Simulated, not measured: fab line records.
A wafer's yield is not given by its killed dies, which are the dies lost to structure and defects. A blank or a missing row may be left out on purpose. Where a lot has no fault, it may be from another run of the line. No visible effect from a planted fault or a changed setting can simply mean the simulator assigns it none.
Which tool is to blame? | flow n5 finfet | 9 lots, 27 wafers sampled, at 1 step of a route of 1938

== WHAT THE GAUGES READ, wafer by wafer ==
N5_BEOL_M4_RC_MEAS_101.
lot  | measured     | on        | DIBL_N (mV/V)
L132 | day 7 18:45  | prober-01 | 41.9 36.1 36.1
L135 | day 8 16:43  | prober-01 | 32.2 33.9 35.8
L137 | day 9 03:45  | prober-01 | 37.0 32.8 33.5
L143 | day 10 17:39 | prober-01 | 34.1 33.8 31.4
L146 | day 11 09:07 | prober-01 | 33.0 38.1 33.3
L152 | day 12 17:15 | prober-02 | 36.9 36.6 36.6
L151 | day 12 23:50 | prober-02 | 37.8 37.6 41.4
L153 | day 13 04:50 | prober-01 | 39.0 35.4 38.2
L155 | day 13 22:22 | prober-02 | 37.7 33.0 34.5

== TOOL THAT RAN EACH LOT (tool first, then ch and the chambers of the sampled wafers, then the start) ==
The record holds no process step before these readings.

== THE ANSWER, worked out from the rows above alone ==
Rule: usual is defined by the lots themselves. Put in order of their means at a reading, lots are off if they are a third of the lots or fewer, leave a main group of 4 or more, and stand apart from it by a gap of 3 or more times the standard deviation of the main group's means; of several such gaps the widest counts. The tables above print the reading to a certain number of digits; a main group whose means all agree to those digits is not used. Also off: a lot with no number at a reading for which 4 or more lots have one. All remaining lots with rows at the step are treated as sound.
None of the lots is off at any reading shown; this tells nothing.

== WHAT THE SIMULATOR HAD INSERTED ==
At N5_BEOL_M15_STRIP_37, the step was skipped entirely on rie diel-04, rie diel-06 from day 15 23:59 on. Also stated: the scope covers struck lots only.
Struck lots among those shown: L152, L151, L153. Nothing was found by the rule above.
